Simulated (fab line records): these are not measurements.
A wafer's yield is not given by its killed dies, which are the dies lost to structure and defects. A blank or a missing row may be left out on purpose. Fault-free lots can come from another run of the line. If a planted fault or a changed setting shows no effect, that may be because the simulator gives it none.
Which of the tools did it?    flow nand harc    6 lots with 18 wafers sampled at 3 steps, on a route of 1302 steps

## WHAT THE GAUGES SHOWED, per wafer
NHARC_A_BLC_CD_MEAS_10 targets a cd of 100 nm.
lot   measured      on         cd nm (nm)
L483  day 23 10:37  cd sem-02  100.3 100.1 100.6
L493  day 27 01:56  cd sem-01  100.6 100.2 100.6
L498  day 28 12:29  cd sem-03  99.5 100.3 99.9
L499  day 30 03:31  cd sem-02  99.0 99.3 99.2
L502  day 31 00:58  cd sem-03  101.0 100.6 100.3
L506  day 32 06:25  cd sem-02  100.7 99.2 100.0

## WHICH TOOL RAN EACH LOT (tool, then ch and the chambers of the sampled wafers, then the start)
lot   NHARC_A_CONTACT_ETCH_110            NHARC_A_CONTACT_CMP_20
L483  rie diel-08 ch 1,2, day 23 07:14    cmp-02 ch 1,2, day 23 09:44
L493  rie diel-13 ch 0,1,3, day 26 23:18  cmp-04 ch 1,2, day 27 01:02
L498  rie diel-08 ch 0,1,2, day 28 08:00  cmp-03 ch 0,1,2, day 28 09:47
L499  rie diel-08 ch 0,2,3, day 30 00:52  cmp-03 ch 0,1,2, day 30 02:39
L502  rie diel-13 ch 0,2, day 30 22:11    cmp-02 ch 0,1,2, day 31 00:13
L506  rie diel-02 ch 0,2,3, day 32 03:41  cmp-03 ch 2,3, day 32 05:30
- NHARC_A_CONTACT_ETCH_110: etches the open film in CF4/O2, target depth 60 nm, overetch 6 nm, time 33 s.
- NHARC_A_CONTACT_CMP_20: polishes, t overpolish 30 s, target thk 300 nm.

## THE ANSWER, worked out from the rows above alone
Rule: usual is defined by the lots themselves. The widest of any qualifying gaps counts: lots, ordered by their means at a reading, are off when they make up no more than a third of the lots, leave a main group of 4 or more, and stand apart from it by 3 or more times the standard deviation of that group's means. Not used: any main group whose means are identical at the precision the tables above print for the reading. Also off: a lot with no number at a reading for which 4 or more lots have one. All remaining lots with rows at the step are treated as sound.
No lot is off at any reading shown: from this, nothing can be told.

## WHAT THE SIMULATOR PUT IN
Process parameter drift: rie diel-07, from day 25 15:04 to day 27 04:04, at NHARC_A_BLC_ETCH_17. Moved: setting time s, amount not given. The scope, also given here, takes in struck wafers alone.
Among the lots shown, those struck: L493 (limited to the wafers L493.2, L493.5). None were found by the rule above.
